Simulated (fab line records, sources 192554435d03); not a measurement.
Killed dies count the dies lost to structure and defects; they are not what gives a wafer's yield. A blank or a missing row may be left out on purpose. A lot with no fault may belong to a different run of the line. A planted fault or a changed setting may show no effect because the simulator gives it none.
fab line records	flow n5-finfet
record lots=6	wafers=17	last-day=16
route steps=1938 shown BEOL_M7@1297
lots that met no fault: from a run of the same line without faults
start-h: hours from the record's first day to the start of the lot's first wafer shown	wait-h: time in hours since the lot's previous step	" same as the row above	L1.1+2: one row covering several wafers at once	- no value present, or no start provided	* or withheld: withheld	< > ~ a bound
route shown NAME@n: names a module that has steps shown in the file, with the first one's number in the route	usual: mean/standard deviation of fault-free wafers	same: alike in all rows	chamber/n: place in a boat	sites: each site's reading	_std_site: standard deviation across them	_edge_site: the outer-site mean with the inner-site mean subtracted	radius-mm: for every site, how far away it sits from the centre of the wafer	mask NAME#n: copy n	behind: the tool/chamber that last shaped the wafer	hold: the reason the lot was held/the length of the hold in hours/how it ended	device: whichever transistor did not switch (one of n, p or np)	end of line: at the end of the route, the tests of the same wafers	a step with no rows: only its recipe	killed: the dies lost at the first sort to structure and to defects; this is not the yield of the wafer	map: per-die view of a wafer (x killed, . not killed, _ where there is no die)
set.NAME: setting as actually run; set.NAME@STEP: the setting as run at that earlier step	model.NAME: the simulator's own value behind a step, which no gauge read
a table for each step, a row for each wafer; lots at some steps of the route
services: from which hour (start-h, from the record's first day; less than 0 if before it) a tool's chamber was out of use, for how many hours, and why
## steps
# step N5_BEOL_M7_OVL_MEAS_29
# recipe points-per-wafer=522
# usual V6_OVL=0.4/0.84
lot.wafer	tool	chamber	start-h	wait-h	V6_OVL[nm]
L546.2	overlay-02	0	194.13	0.0	-0.6
L546.4	"	0	"	"	-0.4
L546.5	"	0	"	"	0.0
L548.1	overlay-01	0	217.47	0.0	-0.5
L548.4	"	0	"	"	1.7
L548.6	"	0	"	"	0.7
L552.2	overlay-02	0	226.59	0.0	-0.4
L552.4	"	0	"	"	-0.1
L551.2	overlay-02	0	228.72	0.0	0.8
L551.3	"	0	"	"	0.6
L551.6	"	0	"	"	1.2
L560.1	overlay-02	0	285.76	0.0	0.2
L560.3	"	0	"	"	-0.5
L560.4	"	0	"	"	-0.6
L565.1	overlay-02	0	307.63	0.0	0.5
L565.2	"	0	"	"	-0.7
L565.6	"	0	"	"	-0.4
# step N5_BEOL_M7_INSPECT_30
# recipe mode=adi	inspect-instrument=brightfield
# usual raw-defect-count=393/95
lot.wafer	tool	chamber	start-h	wait-h	raw-defect-count
L546.2	defect-inspect-01	-	194.18	0.0	521
L546.4	"	-	"	"	447
L546.5	"	-	"	"	484
L548.1	defect-inspect-01	-	217.53	0.1	464
L548.4	"	-	"	"	519
L548.6	"	-	"	"	371
L552.2	defect-inspect-01	-	226.64	0.0	430
L552.4	"	-	"	"	369
L551.2	defect-inspect-01	-	228.77	0.0	423
L551.3	"	-	"	"	312
L551.6	"	-	"	"	354
L560.1	defect-inspect-02	-	285.82	0.1	348
L560.3	"	-	"	"	406
L560.4	"	-	"	"	316
L565.1	defect-inspect-01	-	307.69	0.1	383
L565.2	"	-	"	"	325
L565.6	"	-	"	"	388
# step N5_BEOL_M7_DESCUM_33
# recipe chemistry=O2	time-s=7	source-power-w=50	bias-power-w=20	pressure-mtorr=20	rf-frequency-hz=2.712e+07	temp-c=40	resist=CAR-EUV	o2-flow-sccm=225
# usual drypump-motor-current-A=5.4/0.44	oes-product-au=0.81/0.1	rf-vpp-V=243.3/1.5	showerhead-plenum-p-Torr=2.10/0.072	throttle-valve-pct=20.33/0.3
lot.wafer	tool	chamber	start-h	wait-h	drypump-motor-current-A	oes-product-au	rf-hours-counter-h	rf-vpp-V	showerhead-plenum-p-Torr	throttle-valve-pct
L546.2	rie-diel-02	3	194.21	0.0	4.9	0.86	46	242.8	2.03	20.39
L546.4	"	3	"	"	5.0	0.86	-	243.0	2.03	20.39
L546.5	"	2	"	"	5.1	0.71	-	241.7	2.08	20.32
L548.1	rie-diel-04	3	217.56	0.0	5.9	0.68	226	241.4	1.99	20.87
L548.4	"	2	"	"	4.7	0.88	35	244.6	2.21	20.18
L548.6	"	3	"	"	5.9	0.70	-	240.2	1.99	20.85
L552.2	rie-diel-04	3	226.67	0.0	5.9	0.69	229	242.0	1.99	20.86
L552.4	"	2	"	"	4.7	0.89	39	244.4	2.21	20.17
L551.2	rie-diel-04	3	228.99	0.2	5.9	0.69	230	242.3	1.99	20.85
L551.3	"	0	"	"	5.4	0.90	31	242.0	2.05	20.29
L551.6	"	0	"	"	5.4	0.90	-	242.9	2.05	20.29
L560.1	rie-diel-02	1	285.85	0.0	5.6	0.72	190	245.7	2.16	20.57
L560.3	"	0	"	"	6.5	0.90	22	243.4	2.12	19.78
L560.4	"	3	"	"	4.9	0.81	75	243.3	2.02	20.43
L565.1	rie-diel-04	2	307.73	0.0	4.7	0.84	62	244.8	2.20	20.20
L565.2	"	1	"	"	5.1	0.91	32	244.6	2.12	19.97
L565.6	"	1	"	"	5.1	0.92	-	244.1	2.12	19.97
# step N5_BEOL_M7_ETCH_72
# recipe chemistry=N2/H2	target=underlayer	target-depth-a=65	mask-material=CAR-EUV	time-s=5.2	ion-energy-ev=200	pressure-mtorr=30	source-w=840	bias-w=150	n2-flow-sccm=200	h2-flow-sccm=200	ends=cleared
# step N5_BEOL_M7_ETCH_65
# recipe chemistry=CF4	target=SiARC	target-depth-a=156	mask-material=CAR-EUV	time-s=26	ion-energy-ev=80	pressure-mtorr=40	source-w=545	bias-w=36	Ar_flow_sccm=100	cf4-flow-sccm=100	ends=cleared
# step N5_BEOL_M7_ETCH_66
# recipe chemistry=N2/H2	target=SOC	target-depth-a=800	overetch-a=160	mask-material=SiARC	temp-c=40	time-s=120	ion-energy-ev=200	pressure-mtorr=30	source-w=840	bias-w=150	n2-flow-sccm=200	h2-flow-sccm=200
# step N5_BEOL_M7_STRIP_69
# recipe chemistry=N2/H2	temp-c=40	n2-flow-sccm=200	h2-flow-sccm=200	rf-frequency-hz=6e+07
# step N5_BEOL_M7_STRIP_73
# recipe chemistry=N2/H2	temp-c=40	n2-flow-sccm=200	h2-flow-sccm=200	rf-frequency-hz=6e+07
# step N5_BEOL_M7_VIA_ETCH_34
# recipe chemistry=C4F6/O2	target=SiCOH_lowk	target-depth-a=1255	mask-material=SOC	taper-deg=4	time-s=50.5	ion-energy-ev=250	pressure-mtorr=30	source-w=345	bias-w=185	Ar_flow_sccm=300	C4F6_flow_sccm=10	O2_flow_sccm=10
# usual drypump-motor-current-A=5.4/0.44	oes-product-au=0.81/0.1	rf-vpp-V=661/9.9	showerhead-plenum-p-Torr=2.86/0.1	throttle-valve-pct=20.82/0.25
lot.wafer	tool	chamber	start-h	wait-h	drypump-motor-current-A	oes-product-au	rf-hours-counter-h	rf-vpp-V	showerhead-plenum-p-Torr	throttle-valve-pct
L546.2	rie-diel-02	3	194.39	0.0	5.0	0.87	46	655	2.78	20.94
L546.4	"	3	"	"	4.9	0.86	-	654	2.78	20.93
L546.5	"	2	"	"	5.1	0.70	-	678	2.83	20.82
L548.1	rie-diel-04	3	217.74	0.0	5.9	0.69	226	662	2.68	21.12
L548.4	"	2	"	"	4.7	0.88	35	665	3.03	20.82
L548.6	"	3	"	"	5.9	0.68	-	662	2.68	21.13
L552.2	rie-diel-04	3	226.85	0.0	5.9	0.69	229	660	2.67	21.14
L552.4	"	2	"	"	4.7	0.89	39	664	3.03	20.82
L551.2	rie-diel-04	3	229.17	0.0	5.9	0.69	230	662	2.67	21.14
L551.3	"	0	"	"	5.4	0.91	31	666	2.78	20.67
L551.6	"	0	"	"	5.4	0.90	-	665	2.78	20.68
L560.1	rie-diel-02	1	286.03	0.0	5.6	0.71	190	657	2.95	21.13
L560.3	"	0	"	"	6.5	0.90	22	639	2.90	20.36
L560.4	"	3	"	"	5.0	0.82	75	654	2.77	20.97
L565.1	rie-diel-04	2	307.91	0.0	4.8	0.84	62	665	3.02	20.84
L565.2	"	1	"	"	5.1	0.91	33	662	2.89	20.53
L565.6	"	1	"	"	5.1	0.91	-	663	2.89	20.52
# step N5_BEOL_M7_STRIP_76
# recipe chemistry=C4F6/O2	resist=SiARC	rf-frequency-hz=6e+07
# step N5_BEOL_M7_STRIP_36
# recipe chemistry=N2/H2	power-w=450	temp-c=40	pressure-mtorr=20	rf-frequency-hz=6e+07	overash-fraction=0.3	bias-power-w=7	h2-frac=0.5	n2-flow-sccm=200	h2-flow-sccm=200
# usual drypump-motor-current-A=5.4/0.44	oes-product-au=0.81/0.099	rf-vpp-V=59.2/1.5	showerhead-plenum-p-Torr=2.55/0.095	throttle-valve-pct=23.5/0.31
# same overash-fraction=0.3
lot.wafer	tool	chamber	start-h	wait-h	drypump-motor-current-A	oes-product-au	rf-hours-counter-h	rf-vpp-V	showerhead-plenum-p-Torr	throttle-valve-pct
L546.2	rie-diel-02	3	194.44	0.0	5.0	0.85	46	58.5	2.48	23.9
L546.4	"	3	"	"	5.0	0.86	-	57.2	2.48	23.9
L546.5	"	2	"	"	5.1	0.71	-	57.4	2.53	23.6
L548.1	rie-diel-04	3	217.80	0.0	6.0	0.70	226	58.2	2.39	23.8
L548.4	"	2	"	"	4.7	0.88	35	58.3	2.71	23.6
L548.6	"	3	"	"	6.0	0.69	-	58.1	2.39	23.8
L552.2	rie-diel-04	3	226.90	0.0	5.9	0.68	229	61.1	2.39	23.8
L552.4	"	2	"	"	4.7	0.89	39	61.7	2.71	23.6
L551.2	rie-diel-04	3	229.22	0.0	5.9	0.70	230	57.0	2.39	23.8
L551.3	"	0	"	"	5.4	0.90	31	59.7	2.48	23.4
L551.6	"	0	"	"	5.4	0.90	-	58.9	2.48	23.4
L560.1	rie-diel-02	1	286.08	0.0	5.6	0.73	190	58.4	2.60	23.5
L560.3	"	0	"	"	6.5	0.89	22	59.2	2.60	23.2
L560.4	"	3	"	"	4.9	0.82	75	60.0	2.47	23.9
L565.1	rie-diel-04	2	307.96	0.0	4.8	0.85	62	61.1	2.70	23.6
L565.2	"	1	"	"	5.1	0.92	33	60.8	2.59	23.4
L565.6	"	1	"	"	5.1	0.91	-	59.0	2.59	23.4
# step N5_BEOL_M7_TRENCH_ETCH_37
# recipe chemistry=C4F6/O2	target-depth-a=934.78	target=SiCOH_lowk	time-s=31.2	ion-energy-ev=250	pressure-mtorr=30	source-w=345	bias-w=185	Ar_flow_sccm=300	C4F6_flow_sccm=10	O2_flow_sccm=10
# usual drypump-motor-current-A=5.4/0.45	oes-product-au=0.81/0.1	rf-vpp-V=661/9.7	showerhead-plenum-p-Torr=2.86/0.1	throttle-valve-pct=20.85/0.25
lot.wafer	tool	chamber	start-h	wait-h	drypump-motor-current-A	oes-product-au	rf-hours-counter-h	rf-vpp-V	showerhead-plenum-p-Torr	throttle-valve-pct
L546.2	rie-diel-02	3	-	-	5.0	0.86	46	656	2.78	20.97
L546.4	"	3	"	"	5.0	0.87	-	655	2.78	20.96
L546.5	"	2	"	"	5.1	0.70	-	678	2.83	20.86
L548.1	rie-diel-04	3	-	-	5.9	0.70	226	662	2.68	21.16
L548.4	"	2	"	"	4.7	0.89	35	665	3.03	20.84
L548.6	"	3	"	"	5.9	0.69	-	661	2.68	21.15
L552.2	rie-diel-04	3	-	-	5.9	0.69	229	661	2.67	21.16
L552.4	"	2	"	"	4.7	0.89	39	665	3.03	20.84
L551.2	rie-diel-04	3	-	-	5.9	0.68	230	662	2.67	21.16
L551.3	"	0	"	"	5.4	0.90	31	667	2.78	20.72
L551.6	"	0	"	"	5.4	0.91	-	666	2.78	20.70
L560.1	rie-diel-02	1	-	-	5.6	0.72	190	657	2.95	21.17
L560.3	"	0	"	"	6.6	0.89	22	640	2.90	20.38
L560.4	"	3	"	"	4.9	0.82	75	653	2.77	21.01
L565.1	rie-diel-04	2	-	-	4.7	0.84	62	665	3.02	20.89
L565.2	"	1	"	"	5.1	0.91	33	663	2.89	20.54
L565.6	"	1	"	"	5.1	0.92	-	664	2.89	20.54
# step N5_BEOL_M7_ETCH_41
# recipe chemistry=CH3F/O2	target=SiCN	target-depth-a=319	taper-deg=2	time-s=57.8	ion-energy-ev=120	mask-material=TiN	pressure-mtorr=30	source-w=395	bias-w=75	Ar_flow_sccm=150	CH3F_flow_sccm=30	O2_flow_sccm=20
# usual drypump-motor-current-A=5.4/0.44	oes-product-au=0.81/0.1	rf-vpp-V=297.6/1.7	showerhead-plenum-p-Torr=2.01/0.076	throttle-valve-pct=16.25/0.27
lot.wafer	tool	chamber	start-h	wait-h	drypump-motor-current-A	oes-product-au	rf-hours-counter-h	rf-vpp-V	showerhead-plenum-p-Torr	throttle-valve-pct	model.etch.depth-nm
L546.2	rie-diel-02	3	194.52	-	5.0	0.86	46	296.0	1.95	16.31	21.8
L546.4	"	3	"	"	5.0	0.86	-	296.9	1.95	16.30	21.85
L546.5	"	2	"	"	5.1	0.70	-	297.6	1.99	16.29	21.37
L548.1	rie-diel-04	3	217.87	-	5.9	0.69	226	296.8	1.88	16.64	21.18
L548.4	"	2	"	"	4.7	0.89	35	301.2	2.14	16.15	22.48
L548.6	"	3	"	"	5.9	0.69	-	296.4	1.88	16.64	21.24
L552.2	rie-diel-04	3	226.98	-	5.9	0.56	229	295.3	1.88	16.62	15.2
L552.4	"	2	"	"	4.7	0.89	39	297.5	2.13	16.17	22.58
L551.2	rie-diel-04	3	229.29	-	6.0	0.56	230	295.9	1.88	16.66	15.11
L551.3	"	0	"	"	5.3	0.75	31	294.5	1.95	16.05	15.69
L551.6	"	0	"	"	5.3	0.90	-	296.0	1.95	16.06	22.19
L560.1	rie-diel-02	1	286.15	-	5.6	0.72	190	299.8	2.08	16.58	22.01
L560.3	"	0	"	"	6.5	0.90	22	299.0	2.04	15.77	21.97
L560.4	"	3	"	"	5.0	0.82	75	298.1	1.95	16.36	21.81
L565.1	rie-diel-04	2	308.03	-	4.7	0.84	62	299.5	2.13	16.24	22.02
L565.2	"	1	"	"	5.1	0.91	33	299.1	2.03	15.94	21.99
L565.6	"	1	"	"	5.1	0.91	-	298.0	2.03	15.94	22.33
# step N5_BEOL_M7_STRIP_80
# recipe chemistry=N2/H2	time-s=10	power-w=450	temp-c=40	pressure-mtorr=20	rf-frequency-hz=6e+07	bias-power-w=7	n2-flow-sccm=200	h2-flow-sccm=200
# usual drypump-motor-current-A=5.4/0.44	oes-product-au=0.81/0.099	rf-vpp-V=59.2/0.82	showerhead-plenum-p-Torr=2.55/0.095	throttle-valve-pct=23.5/0.31
lot.wafer	tool	chamber	start-h	wait-h	drypump-motor-current-A	oes-product-au	rf-hours-counter-h	rf-vpp-V	showerhead-plenum-p-Torr	throttle-valve-pct
L546.2	rie-diel-02	3	-	-	5.0	0.87	47	59.1	2.48	23.9
L546.4	"	3	"	"	5.0	0.86	-	59.0	2.48	23.9
L546.5	"	2	"	"	5.2	0.72	-	59.8	2.53	23.6
L548.1	rie-diel-04	3	-	-	6.0	0.70	226	57.9	2.39	23.8
L548.4	"	2	"	"	4.7	0.89	35	61.2	2.71	23.6
L548.6	"	3	"	"	5.9	0.70	-	59.0	2.39	23.8
L552.2	rie-diel-04	3	-	-	5.9	0.69	230	60.6	2.39	23.8
L552.4	"	2	"	"	4.7	0.87	39	59.3	2.71	23.6
L551.2	rie-diel-04	3	-	-	5.9	0.70	230	58.5	2.39	23.8
L551.3	"	0	"	"	5.4	0.91	31	59.8	2.48	23.4
L551.6	"	0	"	"	5.4	0.91	-	58.3	2.48	23.4
L560.1	rie-diel-02	1	-	-	5.6	0.73	190	57.3	2.60	23.5
L560.3	"	0	"	"	6.5	0.91	22	59.6	2.60	23.3
L560.4	"	3	"	"	5.0	0.83	75	58.8	2.47	23.9
L565.1	rie-diel-04	2	-	-	4.8	0.83	62	59.6	2.70	23.7
L565.2	"	1	"	"	5.1	0.91	33	59.4	2.59	23.4
L565.6	"	1	"	"	5.1	0.91	-	58.7	2.59	23.4
## services
tool	chamber	start-h	hours	kind
rie-diel-04	1	178.16	-	clean
rie-diel-04	1	178.16	-	consumable-replace:focus-ring
rie-diel-04	1	178.16	17.2	scheduled-down
rie-diel-04	1	178.16	17.2	vent-cycle
rie-diel-02	0	185.57	-	clean
rie-diel-02	0	185.57	-	consumable-replace:focus-ring
rie-diel-02	0	185.57	15.5	scheduled-down
rie-diel-02	0	185.57	15.5	vent-cycle
rie-diel-02	0	227.10	2.8	repair
rie-diel-02	1	264.14	12.0	repair
rie-diel-04	3	301.14	-	clean
rie-diel-04	3	301.14	-	consumable-replace:focus-ring
rie-diel-04	3	301.14	-	consumable-replace:showerhead
rie-diel-04	3	301.14	14.8	scheduled-down
rie-diel-04	3	301.14	14.8	vent-cycle
## key
first-sign none at tools or gauges
model-effect step=N5_BEOL_M7_ETCH_41	value=etch.depth-nm	without=21.63	struck=15.33
met-at N5_BEOL_M7_ETCH_41
struck-wafers L551.2,L551.3,L552.2
onset-between 217.87 226.98
fault kind=process-parameter-drift	tool=rie-diel-04	chamber=-	onset-h=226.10	steps=N5_BEOL_M7_ETCH_41	channel=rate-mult	offset=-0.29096	shape=step	end-h=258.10	scope=struck-wafers-only
